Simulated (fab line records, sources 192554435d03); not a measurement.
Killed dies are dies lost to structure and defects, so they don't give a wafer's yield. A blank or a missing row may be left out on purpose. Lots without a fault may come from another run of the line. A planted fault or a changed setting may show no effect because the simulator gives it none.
Chamber matching | flow n5_finfet | N5_FIN_SAQP_SPACER1_ETCHBACK_25 on rie_diel-05: 4 sister chambers
The step etches SiO2 in CHF3/O2, target depth 24.4 nm, time 12.2 s. 4 wafers are shown with their chamber, then 7 later ones without.

WAFERS WITH THEIR CHAMBER
wafer  | chamber | throttle_valve_pct (%)
L076.2 | 1       | 18.98
L086.2 | 3       | 18.94
L088.2 | 0       | 18.68
L088.3 | 2       | 19.23

WAFERS WITHOUT THEIR CHAMBER
wafer  | throttle_valve_pct (%)
L088.5 | 19.25
L093.1 | 18.98
L093.3 | 19.26
L093.6 | 18.70
L096.3 | 18.64
L096.4 | 18.71
L096.5 | 18.67

WHICH CHAMBER EACH WENT THROUGH
wafer  | from the rows above     | in truth
L088.5 | 2                       | 2
L093.1 | can't be placed: 1 or 3 | 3
L093.3 | 2                       | 2
L093.6 | 0                       | 0
L096.3 | 0                       | 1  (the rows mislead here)
L096.4 | 0                       | 0
L096.5 | 0                       | 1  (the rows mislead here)
Placed correctly: 4 of 7. Can't be placed from these rows: 1 (the true chamber is among the candidates in 1). Placed wrongly: 2.
How it was worked out, from the rows above alone: a wafer's distance from a chamber is the root of the sum, over the readings, of the square of ((its reading less the chamber's mean) divided by the reading's scatter). The wafer belongs to the nearest chamber; if the next one is less than 2 further off, it can't be placed. A chamber's mean is the mean of its shown wafers. The scatter: with one shown wafer a chamber, the root of the mean of the squares of how far each hidden wafer lies from its nearest shown one.
